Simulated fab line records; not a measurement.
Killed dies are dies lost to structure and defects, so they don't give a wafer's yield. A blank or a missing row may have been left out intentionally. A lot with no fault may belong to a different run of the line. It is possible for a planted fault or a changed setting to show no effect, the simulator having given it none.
Struck lot and sound lot, side by side ; flow n5 finfet ; 32 out of 1938 route steps
Sound: these wafers, L132.1, L132.4, L132.6. Wafers struck: L138.1, L138.2, L138.3. Last of all comes the cause.
Order at every step that has rows: each side's tool, ch and its chambers, its first start. Under that, the readings that differ: sound wafers ; struck wafers ; difference of the means ; sigmas: that difference in standard deviations of wafers without a fault.
alike: a reading whose means differ by less than 2 such deviations, as well as words and numbers matching on both sides. not compared: withheld readings; readings where some wafer has no value; bounds like >300 that might hide an equal value; numbers whose values overlap and for which the record gives no deviation.
A row with sigmas, a row that says differs or no value, or rows on one side alone: a step with any of these is where the two part. Non-overlapping numbers with no deviation appear without sigmas and do not part them. A reading that every wafer of one side lacks parts them only if that side has two wafers or more.

first, 10 steps without rows for these wafers: N5_SD_EPI_P_SRD_20 (time 30 s); N5_SD_EPI_P_PRECLEAN_51 (cleans in NF3:NH3, afs cycles 1, time 20 s, sublimation time 60 s); N5_SD_EPI_P_VAPOR_ETCH_44 (etches SiGe30 in NF3/Ar, time 3.3 s); N5_SD_EPI_P_EPI_21 (deposits SiGe:B, time 355 s); N5_SD_EPI_P_HM_STRIP_48 (strips SiNx in H3PO4, material SiNx, target depth 3 nm); N5_SD_EPI_P_SRD_49 (time 30 s); N5_SD_EPI_P_PRECLEAN_24 (cleans in O3/DIW, time 45 s); N5_SD_EPI_P_PRECLEAN_32 (cleans in dHF, time 10 s); N5_SD_EPI_P_PRECLEAN_33 (cleans in SC2, time 45 s); N5_SD_EPI_P_SRD_25 (time 30 s).
N5_SD_ACTIVATION_RTA_00: time 0 s.
  sound on rtp anneal-01 ch 0, day 4 04:12; struck on rtp anneal-01 ch 0, day 5 22:55
reading;sound;struck;difference;sigmas
lamp power pct (%);8.91 8.89 9.00;9.28 9.28 9.21;+0.32;+6
lamp_zone_1_pct (%);8.944 8.950 8.982;9.214 9.252 9.248;+0.279;+11
lamp_zone_2_pct (%);8.968 8.967 8.956;9.249 9.226 9.231;+0.272;+12
lamp_zone_3_pct (%);8.976 8.935 8.933;9.243 9.191 9.179;+0.256;+9
lamp_zone_4_pct (%);8.921 8.956 8.913;9.252 9.183 9.223;+0.289;+11
lamp_zone_5_pct (%);8.930 8.964 8.952;9.235 9.222 9.229;+0.280;+10
lamp_zone_6_pct (%);8.888 8.869 8.858;9.123 9.171 9.155;+0.278;+12
lamp_zone_7_pct (%);9.386 9.368 9.343;9.605 9.573 9.684;+0.255;+10
  alike: wafer_temp_C_max
then, 19 steps without rows for these wafers: N5_SD_ACTIVATION_LSA_01 (time 0.0008 s); N5_ILD0_LINER_00 (material SiNx, target thk 4 nm, pulse time 1 s, purge time 2 s); N5_ILD0_FCVD_FILL_01 (material SiO2 flowable, target thk 200 nm, time 328.3 s); N5_ILD0_CURE_02 (time 1800 s); N5_ILD0_CMP_03 (polishes, stops on SiNx, t overpolish 1.9 s, target thk 197.38 nm); N5_ILD0_CMP_07 (polishes SiO2 flowable, stops on poly-Si, t overpolish 1.18 s, target thk 138.88 nm); N5_ILD0_PRECLEAN_10 (cleans in NF3:NH3, afs cycles 5, time 20 s, sublimation time 60 s); N5_ILD0_ALD_15 (deposits SiNx, target thk 24 nm, pulse time 1 s, ald cycles 480); N5_ILD0_CMP_12 (polishes SiNx, stops on poly-Si, t overpolish 6 s, target thk 17.67 nm); N5_SDB_HM_DEP_00 (deposits SiNx from SiH4/NH3/N2, target thk 40 nm, time 35.3 s); N5_SDB_COAT_03 (time 60 s, resist thk 100 nm); N5_SDB_COAT_04 (time 60 s, resist thk 18 nm); N5_SDB_COAT_05 (resist thk 90 nm); N5_SDB_EBR_07; N5_SDB_SOFTBAKE_06 (time 60 s); N5_SDB_EXPOSE_08 (exposes mask SDB); N5_SDB_PEB_09 (peb time 60 s); N5_SDB_DEVELOP_10 (develop time 30 s); N5_SDB_DESCUM_16 (chemistry O2, time 7.9 s).
-- the record jumps here: 5 days lie between the struck wafers' starts before and after (it left off in module SDB and takes up again in module BEOL_M4, whose first step shown is number 1111 of the route) --
N5_BEOL_M4_RC_MEAS_101:
  sound on prober-01 ch 0, day 9 13:39; struck on prober-01 ch 0, day 10 13:37
reading;sound;struck;difference;sigmas
DIBL_N (mV/V);41.0 35.1 37.2;45.0 45.8 39.8;+5.8;+2
IOFF_N (nA/um);0.28 0.14 0.18;0.34 0.43 0.19;+0.12;+2
IOFF_N_85C (nA/um);5.0 2.9 3.5;6.0 7.2 3.6;+1.8;+2
ION_N (uA/um);671 666 675;701 721 690;+33;+2
REXT_N (ohm.um);76.2 75.0 75.0;65.2 65.7 66.8;-9.5;-6
  alike: DIBL_P, IOFF_P, ION_P, SS_N, SS_P, VT_N, VT_P
-- record jumps: 4 days separate the struck wafers' starts on either side; left off in module BEOL_M4, taken up again in module PASSIVATION, whose first shown step is the route's number 1936 --
N5_PASSIVATION_PROBE_49:
  record: rows for the struck wafers here (prober-01, day 14 23:17), none for the sound ones

## WHERE THEY PART
At N5_SD_ACTIVATION_RTA_00 first; at N5_PASSIVATION_PROBE_49 last (within this record only).

WHY: what the simulator had put in
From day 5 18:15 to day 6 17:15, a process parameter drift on rtp anneal-01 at N5_SD_ACTIVATION_RTA_00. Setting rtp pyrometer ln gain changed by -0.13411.
